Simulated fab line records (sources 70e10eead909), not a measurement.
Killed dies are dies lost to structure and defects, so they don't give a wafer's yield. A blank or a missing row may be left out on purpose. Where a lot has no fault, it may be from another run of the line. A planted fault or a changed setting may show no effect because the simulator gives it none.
Matching of chambers -- flow nand harc -- NHARC_A_STAIRCASE_ALD_415 on ald hk-03 has 4 sister chambers
The step deposits SiO2, target thk 30 nm, pulse time 6 s, ald cycles 300. 14 wafers are shown with their chamber, then 7 later ones without.

WAFERS PAIRED WITH THEIR CHAMBERS
wafer,chamber,heater power w (W),precursor pulse height rel
L079.1,1,481,0.986
L079.2,0,465,1.017
L079.3,2,440,0.988
L079.4,3,439,1.023
L079.5,3,427,0.989
L079.6,2,451,0.993
L080.2,0,470,0.956
L080.3,1,493,0.956
L080.4,2,445,1.003
L083.1,1,488,0.987
L083.3,0,470,1.001
L083.6,2,435,0.999
L087.2,3,440,0.982
L087.5,1,500,1.010

SIGNATURES (averages over the wafers above)
reading,chamber 0,chamber 1,chamber 2,chamber 3,scatter within a chamber
heater power w,468.33,490.50,442.75,435.33,6.75
precursor pulse height rel,0.99133,0.98475,0.99575,0.99800,0.0214
Rule: a wafer lies at a distance from a chamber equal to the root of the sum of squares, over the readings, of (its reading less the chamber's mean, divided by the reading's scatter). If the next closest chamber is less than 2 further off than the closest, the wafer can't be placed; otherwise it belongs to the closest. The scatter is the square root of a quotient: the sum, over the shown wafers, of each reading's squared deviation from its chamber's mean, divided by wafers minus chambers.

WAFERS WITH NO CHAMBER GIVEN
wafer,heater power w (W),precursor pulse height rel
L087.6,477,0.975
L088.2,477,1.017
L088.3,492,0.996
L088.5,497,0.999
L094.1,446,0.982
L094.3,444,0.968
L094.4,468,1.014

EACH ONE'S CHAMBER
wafer,from the rows above,in truth
L087.6,can't be placed: 0 or 1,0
L088.2,can't be placed: 0 or 1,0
L088.3,1,1
L088.5,1,1
L094.1,can't be placed: 2 or 3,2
L094.3,can't be placed: 2 or 3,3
L094.4,0,0
Correct placement for 3 of the 7. Cannot be placed on the basis of these rows: 4; the candidates contain the true chamber in 4. 0 placed wrongly.
